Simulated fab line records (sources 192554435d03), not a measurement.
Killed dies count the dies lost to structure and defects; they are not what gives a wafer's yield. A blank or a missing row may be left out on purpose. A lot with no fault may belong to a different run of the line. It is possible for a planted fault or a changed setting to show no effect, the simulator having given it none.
Matching of chambers | flow n5_finfet | pecvd-04 running N5_BEOL_M0_SAQP_PECVD_00: 3 sister chambers
The step deposits SiCN from 3MS/NH3, target thk 8 nm, time 14 s. 24 wafers are shown with their chamber, then 12 later ones without.

## EACH WAFER AND ITS CHAMBER
wafer  | chamber | throttle_valve_pct (%) | showerhead_plenum_p_Torr (Torr) | rf_fwd_power_W (W)
L077.2 | 1       | 9.2                    | 3.682                           | 195.8
L077.3 | 0       | 8.7                    | 3.655                           | 198.9
L077.6 | 0       | 8.9                    | 3.667                           | 199.4
L079.1 | 1       | 9.1                    | 3.679                           | 197.7
L079.4 | 1       | 9.3                    | 3.681                           | 197.9
L079.5 | 0       | 9.1                    | 3.650                           | 198.8
L082.3 | 0       | 8.7                    | 3.660                           | 198.2
L082.5 | 1       | 9.3                    | 3.678                           | 196.3
L082.6 | 0       | 9.0                    | 3.654                           | 198.3
L087.4 | 1       | 9.2                    | 3.687                           | 195.5
L087.5 | 0       | 9.2                    | 3.657                           | 198.3
L087.6 | 2       | 8.6                    | 3.660                           | 197.5
L088.2 | 2       | 8.6                    | 3.668                           | 198.3
L088.3 | 1       | 9.2                    | 3.677                           | 197.5
L088.4 | 1       | 9.3                    | 3.679                           | 198.1
L089.1 | 1       | 9.3                    | 3.683                           | 197.9
L089.5 | 2       | 8.5                    | 3.660                           | 198.5
L089.6 | 1       | 9.4                    | 3.686                           | 198.1
L090.3 | 1       | 8.9                    | 3.692                           | 197.4
L090.4 | 2       | 8.6                    | 3.668                           | 198.6
L090.5 | 2       | 8.5                    | 3.672                           | 197.4
L091.1 | 1       | 9.0                    | 3.677                           | 197.8
L091.2 | 2       | 8.5                    | 3.660                           | 197.7
L091.4 | 1       | 9.1                    | 3.676                           | 197.3

SIGNATURES, as means of the wafers listed above
reading                  | chamber 0 | chamber 1 | chamber 2 | scatter within a chamber
throttle_valve_pct       | 8.933     | 9.192     | 8.550     | 0.148
showerhead_plenum_p_Torr | 3.65717   | 3.68142   | 3.66467   | 0.00521
rf_fwd_power_W           | 198.650   | 197.275   | 198.000   | 0.738
Rule: a wafer lies at a distance from a chamber equal to the root of the sum of squares, over the readings, of (its reading less the chamber's mean, divided by the reading's scatter). The wafer belongs to the nearest chamber; if the next one is less than 2 further off, it can't be placed. The scatter: the root of (the sum of the squares of (reading less its chamber's mean) over the shown wafers, divided by (wafers less chambers)).

## WAFERS WHOSE CHAMBER IS MISSING
wafer  | throttle_valve_pct (%) | showerhead_plenum_p_Torr (Torr) | rf_fwd_power_W (W)
L093.3 | 9.3                    | 3.688                           | 196.5
L093.4 | 9.3                    | 3.683                           | 196.3
L093.6 | 9.1                    | 3.695                           | 196.8
L094.1 | 8.3                    | 3.662                           | 197.7
L094.2 | 9.1                    | 3.659                           | 199.1
L094.5 | 9.0                    | 3.659                           | 200.2
L096.2 | 8.8                    | 3.673                           | 197.3
L096.3 | 9.3                    | 3.694                           | 195.7
L096.6 | 8.8                    | 3.660                           | 199.0
L097.3 | 9.1                    | 3.690                           | 196.8
L097.4 | 9.2                    | 3.690                           | 197.5
L097.5 | 8.5                    | 3.659                           | 198.0

## CHAMBER TAKEN BY EACH
wafer  | from the rows above          | in truth
L093.3 | 1                            | 1
L093.4 | 1                            | 1
L093.6 | 1                            | 1
L094.1 | 2                            | 2
L094.2 | 0                            | 0
L094.5 | 0                            | 0
L096.2 | can't be placed: 2 or 1 or 0 | 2
L096.3 | 1                            | 1
L096.6 | can't be placed: 0 or 2      | 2
L097.3 | 1                            | 1
L097.4 | 1                            | 1
L097.5 | can't be placed: 2 or 0      | 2
Correctly placed: 9 of 12. Unplaceable from these rows: 3, with the true chamber sitting among the candidates in 3. Placed wrongly: 0.
